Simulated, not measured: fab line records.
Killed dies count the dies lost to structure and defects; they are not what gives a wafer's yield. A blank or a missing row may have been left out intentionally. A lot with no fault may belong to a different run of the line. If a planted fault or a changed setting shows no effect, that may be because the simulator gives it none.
Chamber matching | flow n5Finfet | 3 sister chambers for N5_BEOL_M0_SAQP_PECVD_04 on pecvd-03
The step deposits a-Si from SiH4/He, target thk 60 nm, time 60.2 s. 24 wafers are shown with their chamber, then 12 later ones without.

## WAFERS PAIRED WITH THEIR CHAMBERS
wafer  | chamber | showerheadPlenumPTorr (Torr) | heaterPowerW (W) | throttleValvePct (%)
L074.3 | 0       | 5.68                         | 497              | 18.8
L074.4 | 2       | 5.67                         | 618              | 17.7
L074.6 | 0       | 5.69                         | 496              | 18.8
L076.1 | 0       | 5.69                         | 549              | 18.7
L076.4 | 2       | 5.68                         | 599              | 17.8
L076.6 | 2       | 5.66                         | 620              | 17.9
L077.1 | 1       | 5.63                         | 723              | 17.4
L077.3 | 2       | 5.67                         | 630              | 17.9
L077.4 | 2       | 5.67                         | 621              | 17.6
L079.1 | 2       | 5.66                         | 620              | 17.9
L079.5 | 0       | 5.69                         | 559              | 18.5
L079.6 | 2       | 5.67                         | 629              | 17.9
L083.2 | 1       | 5.63                         | 752              | 17.6
L083.5 | 2       | 5.66                         | 560              | 17.5
L083.6 | 0       | 5.69                         | 532              | 19.1
L084.3 | 1       | 5.63                         | 707              | 17.7
L084.5 | 2       | 5.68                         | 627              | 18.1
L084.6 | 0       | 5.68                         | 575              | 18.7
L088.1 | 0       | 5.69                         | 550              | 18.6
L088.2 | 1       | 5.64                         | 706              | 17.8
L088.4 | 1       | 5.63                         | 715              | 18.0
L089.1 | 2       | 5.67                         | 597              | 17.9
L089.4 | 0       | 5.69                         | 551              | 18.9
L089.6 | 2       | 5.66                         | 604              | 17.9

SIGNATURES (averages over the wafers above)
reading               | chamber 0 | chamber 1 | chamber 2 | scatter within a chamber
showerheadPlenumPTorr | 5.6875    | 5.6320    | 5.6682    | 0.00615
heaterPowerW          | 538.62    | 720.60    | 611.36    | 23.3
throttleValvePct      | 18.762    | 17.700    | 17.827    | 0.185
Rule: a wafer lies at a distance from a chamber equal to the root of the sum of squares, over the readings, of (its reading less the chamber's mean, divided by the reading's scatter). The wafer belongs to the nearest chamber; if the next one is less than 2 further off, it can't be placed. The scatter is the square root of a quotient: the sum, over the shown wafers, of each reading's squared deviation from its chamber's mean, divided by wafers minus chambers.

## WAFERS WHOSE CHAMBER IS MISSING
wafer  | showerheadPlenumPTorr (Torr) | heaterPowerW (W) | throttleValvePct (%)
L092.4 | 5.69                         | 562              | 19.0
L092.5 | 5.62                         | 720              | 17.5
L092.6 | 5.68                         | 565              | 18.7
L093.1 | 5.63                         | 762              | 18.0
L093.2 | 5.70                         | 536              | 19.1
L093.4 | 5.64                         | 782              | 17.9
L094.2 | 5.65                         | 705              | 17.6
L094.5 | 5.70                         | 503              | 19.0
L094.6 | 5.64                         | 732              | 17.6
L096.1 | 5.67                         | 533              | 18.8
L096.2 | 5.62                         | 765              | 17.7
L096.3 | 5.68                         | 580              | 16.7

## CHAMBER TAKEN BY EACH
wafer  | from the rows above | in truth
L092.4 | 0                   | 0
L092.5 | 1                   | 1
L092.6 | 0                   | 0
L093.1 | 1                   | 1
L093.2 | 0                   | 0
L093.4 | 1                   | 1
L094.2 | 1                   | 1
L094.5 | 0                   | 0
L094.6 | 1                   | 1
L096.1 | 0                   | 0
L096.2 | 1                   | 1
L096.3 | 2                   | 2
Correctly placed: 12 of 12. Number that these rows cannot place: 0. Placed wrongly: 0.
